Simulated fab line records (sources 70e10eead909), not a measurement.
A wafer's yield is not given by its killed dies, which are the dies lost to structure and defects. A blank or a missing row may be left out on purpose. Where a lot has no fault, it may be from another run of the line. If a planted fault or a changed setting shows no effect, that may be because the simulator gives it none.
Chamber matching :: flow nandHarc :: NHARC_A_STAIRCASE_ETCH_25 on rieDiel-01 has 4 sister chambers
The step etches the open film in C4F8/O2, target depth 100 nm, time 40.5 s. 4 wafers are shown with their chamber, then 8 later ones without.

WAFERS PAIRED WITH THEIR CHAMBERS
wafer: L328.6
chamber: 3
rfVppV (V): 891

wafer: L340.3
chamber: 0
rfVppV (V): 896

wafer: L340.6
chamber: 2
rfVppV (V): 906

wafer: L341.2
chamber: 1
rfVppV (V): 887

WAFERS WHOSE CHAMBER IS MISSING
wafer: L341.4
rfVppV (V): 897

wafer: L341.5
rfVppV (V): 896

wafer: L344.3
rfVppV (V): 889

wafer: L344.4
rfVppV (V): 895

wafer: L344.6
rfVppV (V): 896

wafer: L342.3
rfVppV (V): 896

wafer: L342.5
rfVppV (V): 889

wafer: L342.6
rfVppV (V): 905

CHAMBER TAKEN BY EACH
wafer: L341.4
from the rows above: 0
in truth: 0

wafer: L341.5
from the rows above: 0
in truth: 0

wafer: L344.3
from the rows above: can't be placed: 1 or 3
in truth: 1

wafer: L344.4
from the rows above: 0
in truth: 0

wafer: L344.6
from the rows above: 0
in truth: 0

wafer: L342.3
from the rows above: 0
in truth: 0

wafer: L342.5
from the rows above: can't be placed: 1 or 3
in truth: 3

wafer: L342.6
from the rows above: 2
in truth: 2
Placed correctly: 6 of 8. Cannot be placed on the basis of these rows: 2; the candidates contain the true chamber in 2. Wrongly placed: 0.
How it was worked out, from the rows above alone: a wafer's distance from a chamber is the root of the sum, over the readings, of the square of ((its reading less the chamber's mean) divided by the reading's scatter). If the next closest chamber is less than 2 further off than the closest, the wafer can't be placed; otherwise it belongs to the closest. The mean given for a chamber averages the wafers shown for that chamber. The scatter (one wafer shown for each chamber): square how far every hidden wafer sits from the nearest shown wafer, average those squares and take the square root.
